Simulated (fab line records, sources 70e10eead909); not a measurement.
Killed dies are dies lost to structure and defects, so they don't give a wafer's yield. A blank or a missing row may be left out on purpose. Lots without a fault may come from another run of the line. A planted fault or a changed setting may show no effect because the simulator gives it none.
Problem report in the 8D (eight disciplines) form, filled by code | flow nand_harc | the parts of the form that need people (team, actions taken, sign-off) are left out

1. THE PROBLEM
plate_temp_C at NHARC_P_GATE_PEB_57 reads a mean of 117.21 C on 5 wafers of 2 lots; wafers without a fault read 118.00 C with a standard deviation of 0.15. That is -5.2 standard deviations from the usual mean.
The step: peb time 85 s.
First seen on wafer L742.2, day 12 17:56, on litho_track-07. The record holds 32 wafers of 11 lots with a number at this step. Rule for "out", or "out of limits": more than 4 standard deviations from the usual mean. The other wafers with a number count as sound.

2. WHAT IT IS AND WHAT IT IS NOT
question                    | is                     | is not
which readings at this step | plate_temp_C           | exhaust_pa
which lots                  | L742, L743             | L727, L728, L729, L733, L735, L736, L745, L747, L748
which wafers of those lots  | all that have a number | -
read on which tools         | litho_track-07         | litho_track-03, litho_track-05
when                        | from day 12 17:56      | up to then (18 sound wafers); but 9 sound wafers of L745, L747, L748 came after

3. SUSPECTS, AND WHAT RULES EACH OUT
Counting: a tool at a process step up to the reading stays a suspect if it ran every lot that is out and no sound lot after the first of them.
- litho_track-07 at NHARC_P_GATE_PEB_57 (peb time 85 s): kept. It ran every lot that is out, first L742 (day 12 17:56), and no sound lot after that; its last sound lot up to then is L729 (day 7 08:23). Its own readings are out on those wafers: plate_temp_C.
Left after counting: litho_track-07 at NHARC_P_GATE_PEB_57.

4. THE CAUSE (what the simulator had put in)
Process parameter drift: litho_track-07, from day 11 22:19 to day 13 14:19, at NHARC_P_GATE_PEB_57. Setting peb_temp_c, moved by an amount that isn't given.
Counting left only this tool.

5. THE CHAIN OF EFFECTS, in route order
Each row: a reading whose mean over the struck wafers that have a number lies more than 3 standard deviations from the usual. Only readings for which the record gives a usual standard deviation are gone through. hours: the time from each lot's start at the first step in this table that gives one to its start at this step, as a median over the lots. sigmas: the change in usual standard deviations.
hours | step                | reading              | usual    | on struck wafers | change | sigmas
0     | NHARC_P_GATE_PEB_57 | heater_power_total_W | 163.98 W | 162.69           | -1.29  | -4.8
0     | NHARC_P_GATE_PEB_57 | plate_temp_C         | 118.00 C | 117.21           | -0.79  | -5.2
The process steps in it:
- NHARC_P_GATE_PEB_57: peb time 85 s.
Later measuring or inspecting steps at which every struck wafer that the step has a row for has a number for every such reading, and none has moved that far: NHARC_END_SORT_01.

6. WHAT WOULD HAVE CAUGHT IT SOONER
In this record the first reading out of limits was taken at day 12 17:56, 20 hours after the fault began at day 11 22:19.
